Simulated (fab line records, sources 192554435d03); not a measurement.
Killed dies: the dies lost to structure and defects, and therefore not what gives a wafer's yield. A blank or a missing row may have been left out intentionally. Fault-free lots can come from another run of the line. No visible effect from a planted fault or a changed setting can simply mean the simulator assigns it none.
Comparing a struck lot with a sound one :: flow n5Finfet :: 24 out of 1938 route steps
Sound: these wafers, L769.1, L769.3, L769.5. Wafers struck: L768.3, L768.5, L768.6. The cause is given at the end.
Each step with rows lists, per side, the tool, then ch with its chambers, then its first start. Under that, the readings that differ: sound wafers :: struck wafers :: difference of the means :: sigmas: that difference in standard deviations of wafers without a fault.
alike: same words and numbers on both sides, and readings whose means sit less than 2 such deviations apart. not compared: any withheld reading, any reading some wafer has no value for, any bound like >300 that may hide the same value, and any number with overlapping values for which the record gives no deviation.
Wherever a step has rows on one side only, a row that says differs or no value, or a row with sigmas, the two part there. When numbers do not overlap yet have no deviation, they are printed without sigmas and do not part them. Lack of a reading on every wafer of one side parts them only where that side has two or more wafers.

first, 9 steps without rows for these wafers: N5_GATE_CUT_VAPOR_ETCH_51 (etches HfO2 in BCl3/Cl2); N5_GATE_CUT_STRIP_21 (strips in N2/H2, time 30 s); N5_GATE_CUT_STRIP_29 (strips in post etch residue remover, time 60 s); N5_GATE_CUT_SRD_52 (time 30 s); N5_GATE_CUT_ALD_22 (deposits SiNx, target thk 16 nm, pulse time 1 s, ald cycles 320); N5_GATE_CUT_CMP_23 (polishes, stops on SiO2, t overpolish 23.4 s, target thk 16 nm); N5_GATE_CUT_CMP_43 (polishes SiO2); N5_GATE_CUT_CMP_61 (polishes, stops on SiNx, t overpolish 3 s); N5_MOL_CONTACT_COAG_COAT_103 (time 60 s, resist thk 80 nm).
N5_MOL_CONTACT_COAG_COAT_104: time 60 s, resist thk 12 nm.
  sound on lithoTrack-02 ch 0, day 10 10:18; struck on lithoTrack-03 ch 0, day 10 08:54
reading: spinSpeedRpm (rpm)
sound: 1498.3 1500.1 1500.5
struck: 1289.6 1292.1 1290.7
difference: -208.8
sigmas: -99 or more

reading: model.SiARC_of_MOL_CONTACT_COAG_COAT_104.thkNm (nm)
sound: 12 12 12
struck: 13 13 12.8
difference: +1
sigmas: 
then, 9 steps without rows for these wafers: N5_MOL_CONTACT_COAG_COAT_58 (time 60 s, resist thk 10 nm); N5_MOL_CONTACT_COAG_COAT_02 (resist thk 30 nm); N5_MOL_CONTACT_COAG_EBR_04; N5_MOL_CONTACT_COAG_SOFTBAKE_03 (time 60 s); N5_MOL_CONTACT_COAG_EXPOSE_05 (exposes mask CA, defocus 0 nm); N5_MOL_CONTACT_COAG_PEB_06 (peb time 60 s); N5_MOL_CONTACT_COAG_DEVELOP_07 (develop time 30 s); N5_MOL_CONTACT_COAG_DESCUM_13 (chemistry O2, time 7 s); N5_MOL_CONTACT_COAG_ETCH_59 (etches underlayer in N2/H2, target depth 13 nm, time 10.4 s).
N5_MOL_CONTACT_COAG_ETCH_105: etches SiARC in CF4, target depth 15.6 nm, time 26 s.
  sound on rieDiel-05 ch 2,3, day 10 11:08; struck on rieDiel-01 ch 0,3, day 10 09:20
reading: etchRfOnTimeS (s)
sound: 25.8 26.0 26.0
struck: 27.5 27.6 27.9
difference: +1.7
sigmas: +5

reading: model.etch.depthNm (nm)
sound: 11.96 12.01 11.99
struck: 12.92 12.92 12.9
difference: +0.93
sigmas: 

reading: model.CAR-EUV_of_MOL_CONTACT_COAG_COAT_02.thkNm (nm)
sound: 5.6 5.4 5.4
struck: 4.8 4.8 4.8
difference: -0.7
sigmas: 
  alike: drypumpMotorCurrentA, oesProductAu, rfFwdPowerW, rfVppV, showerheadPlenumPTorr, throttleValvePct
  not compared: rfHoursCounterH
N5_MOL_CONTACT_COAG_ETCH_106: etches SOC in N2/H2, target depth 80 nm, overetch 16 nm, time 120 s.
  sound on rieDiel-05 ch 2,3, day 10 11:10; struck on rieDiel-01 ch 0,3, day 10 09:22
reading: model.SiARC_of_MOL_CONTACT_COAG_COAT_104.thkNm (nm)
sound: 6.2 6.4 6.4
struck: 7 7.2 7.2
difference: +1
sigmas: 
  alike: drypumpMotorCurrentA, oesProductAu, rfFwdPowerW, rfVppV, showerheadPlenumPTorr, throttleValvePct
  not compared: rfHoursCounterH
then, 1 step without rows for these wafers: N5_MOL_CONTACT_COAG_STRIP_107 (strips in N2/H2).
-- the record jumps here: 3 days lie between the struck wafers' starts before and after (it left off in module MOL_CONTACT_COAG and takes up again in module BEOL_M4, whose first step shown is number 1111 of the route) --
N5_BEOL_M4_RC_MEAS_101:
  sound on prober-01 ch 0, day 14 08:04; struck on prober-01 ch 0, day 13 15:35
reading: DIBL_N (mV/V)
sound: 39.5 38.9 37.0
struck: 35.2 34.0 33.8
difference: -4.1
sigmas: -2

reading: IOFF_P (nA/um)
sound: 0.27 0.26 0.22
struck: 0.19 0.17 0.17
difference: -0.07
sigmas: -2

reading: VT_P (mV)
sound: -243 -244 -247
struck: -252 -253 -254
difference: -8
sigmas: -2
  alike: DIBL_P, IOFF_N, ION_N, ION_P, SS_N, SS_P, VT_N
-- record jumps: 4 days separate the struck wafers' starts on either side; left off in module BEOL_M4, taken up again in module PASSIVATION, whose first shown step is the route's number 1936 --
N5_PASSIVATION_PROBE_49:
  struck on prober-02, day 17 19:21; sound on prober-02, day 18 14:43
reading: sort_bin_6_memory (%)
sound: 2.8 3.1 3.1
struck: 5.1 5.6 3.9
difference: +1.9
sigmas: +2
  alike: defectLimitedYield, killed_at_M0_to_M3, killed_at_M4_up, killedAtContacts, killedAtFrontEnd, killedAtOther, killedDies, killedOpen, killedShort, sort_bin_5_function, sortNPass, sortYieldPct

WHERE THEY PART
At N5_MOL_CONTACT_COAG_COAT_104 first; at N5_PASSIVATION_PROBE_49 last (within this record only).

WHY: the cause the simulator had injected
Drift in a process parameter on lithoTrack-03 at N5_MOL_CONTACT_COAG_COAT_104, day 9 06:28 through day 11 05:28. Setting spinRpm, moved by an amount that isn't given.
